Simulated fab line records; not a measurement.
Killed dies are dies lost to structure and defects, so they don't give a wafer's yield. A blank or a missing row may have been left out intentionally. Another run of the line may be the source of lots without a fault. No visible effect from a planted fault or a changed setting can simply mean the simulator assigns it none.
Chamber matching + flow n5_finfet + pecvd-01 running N5_BEOL_M9_DEP_56: 3 sister chambers
The step deposits SiCN from 3MS/NH3, target thk 15 nm, time 26.5 s. 3 wafers are shown with their chamber, then 11 later ones without.

## EACH WAFER AND ITS CHAMBER
| wafer  | chamber | showerhead_vpp_V (V) |
|--------|---------|----------------------|
| L089.4 | 1       | 863                  |
| L089.5 | 2       | 892                  |
| L091.3 | 0       | 842                  |

## WAFERS WHOSE CHAMBER IS MISSING
| wafer  | showerhead_vpp_V (V) |
|--------|----------------------|
| L091.5 | 889                  |
| L091.6 | 834                  |
| L092.1 | 859                  |
| L092.2 | 842                  |
| L092.3 | 903                  |
| L095.1 | 845                  |
| L095.3 | 905                  |
| L095.6 | 821                  |
| L097.1 | 868                  |
| L097.3 | 841                  |
| L097.6 | 840                  |

## THE CHAMBER EACH PASSED THROUGH
| wafer  | from the rows above     | in truth |
|--------|-------------------------|----------|
| L091.5 | 2                       | 2        |
| L091.6 | 0                       | 0        |
| L092.1 | can't be placed: 1 or 0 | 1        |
| L092.2 | 0                       | 0        |
| L092.3 | 2                       | 2        |
| L095.1 | can't be placed: 0 or 1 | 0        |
| L095.3 | 2                       | 2        |
| L095.6 | 0                       | 0        |
| L097.1 | 1                       | 1        |
| L097.3 | 0                       | 0        |
| L097.6 | 0                       | 0        |
Correct placement for 9 of the 11. From these rows, 2 cannot be placed; in 2 the true chamber is one of the candidates. Number placed wrongly: 0.
How it was worked out, from the rows above alone: a wafer's distance from a chamber is the root of the sum, over the readings, of the square of ((its reading less the chamber's mean) divided by the reading's scatter). The wafer belongs to the nearest chamber; if the next one is less than 2 further off, it can't be placed. For every chamber, the mean is computed from those of its wafers that are shown. The scatter: with one shown wafer a chamber, the root of the mean of the squares of how far each hidden wafer lies from its nearest shown one.
